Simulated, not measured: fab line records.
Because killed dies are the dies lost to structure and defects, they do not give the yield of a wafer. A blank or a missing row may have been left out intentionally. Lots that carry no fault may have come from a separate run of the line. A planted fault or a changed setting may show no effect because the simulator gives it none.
Matching of chambers	flow n5 finfet	4 sister chambers for N5_BEOL_M15_DESCUM_33 on rie diel-01
The step chemistry O2, time 7.9 s. 4 wafers are shown with their chamber, then 7 later ones without.

WAFERS, EACH WITH ITS CHAMBER
wafer	chamber	showerhead plenum p Torr (Torr)
L074.5	2	2.06
L083.2	3	2.20
L084.1	0	2.12
L084.3	1	2.03

WAFERS MISSING THEIR CHAMBER
wafer	showerhead plenum p Torr (Torr)
L084.6	2.20
L092.2	2.11
L092.4	2.03
L092.6	2.11
L097.2	2.02
L097.4	2.04
L097.6	2.04

CHAMBER TAKEN BY EACH
wafer	from the rows above	in truth
L084.6	3	3
L092.2	0	0
L092.4	1	1
L092.6	0	0
L097.2	1	1
L097.4	can't be placed: 1 or 2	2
L097.6	can't be placed: 1 or 2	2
5 of 7 placed correctly. Not placeable from these rows: 2 (in 2, the candidates include the true chamber). Number placed wrongly: 0.
How it was worked out, from the rows above alone: a wafer's distance from a chamber is the root of the sum, over the readings, of the square of ((its reading less the chamber's mean) divided by the reading's scatter). The wafer belongs to the nearest chamber; if the next one is less than 2 further off, it can't be placed. The mean given for a chamber averages the wafers shown for that chamber. The scatter (one wafer shown for each chamber): square how far every hidden wafer sits from the nearest shown wafer, average those squares and take the square root.
